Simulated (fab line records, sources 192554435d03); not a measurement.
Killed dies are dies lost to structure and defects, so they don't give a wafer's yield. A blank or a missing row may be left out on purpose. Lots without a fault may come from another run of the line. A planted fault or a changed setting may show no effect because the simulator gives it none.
Chamber matching | flow n5_finfet | N5_BEOL_M1_ALD_84 on ald_metal-02: 4 sister chambers
The step deposits TaN, pulse time 2 s, purge time 3 s, co reactant purge time 2 s. 8 wafers are shown with their chamber, then 8 later ones without.

WAFERS WITH THEIR CHAMBER
wafer  | chamber | heater_power_w (W) | precursor_vessel_carrier_sccm (sccm)
L075.5 | 2       | 465                | 1001.4
L083.4 | 2       | 449                | 998.5
L088.5 | 1       | 421                | 999.2
L088.6 | 0       | 488                | 994.6
L090.1 | 1       | 430                | 1002.9
L090.2 | 3       | 433                | 1001.2
L090.6 | 0       | 485                | 1002.0
L091.1 | 3       | 439                | 1005.8

WAFERS WITHOUT THEIR CHAMBER
wafer  | heater_power_w (W) | precursor_vessel_carrier_sccm (sccm)
L091.2 | 465                | 1005.1
L091.3 | 415                | 1004.4
L093.1 | 434                | 998.0
L093.2 | 460                | 998.1
L093.6 | 459                | 1006.5
L096.2 | 499                | 997.5
L096.5 | 455                | 999.2
L096.6 | 420                | 998.5

WHICH CHAMBER EACH WENT THROUGH
wafer  | from the rows above          | in truth
L091.2 | can't be placed: 2 or 0      | 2
L091.3 | can't be placed: 1 or 3      | 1
L093.1 | can't be placed: 1 or 3 or 2 | 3
L093.2 | 2                            | 2
L093.6 | can't be placed: 2 or 3      | 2
L096.2 | 0                            | 0
L096.5 | 2                            | 2
L096.6 | can't be placed: 1 or 3      | 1
Placed correctly: 3 of 8. Can't be placed from these rows: 5 (the true chamber is among the candidates in 5). Placed wrongly: 0.
How it was worked out, from the rows above alone: a wafer's distance from a chamber is the root of the sum, over the readings, of the square of ((its reading less the chamber's mean) divided by the reading's scatter). The wafer belongs to the nearest chamber; if the next one is less than 2 further off, it can't be placed. A chamber's mean is the mean of its shown wafers. The scatter: the root of (the sum of the squares of (reading less its chamber's mean) over the shown wafers, divided by (wafers less chambers)).
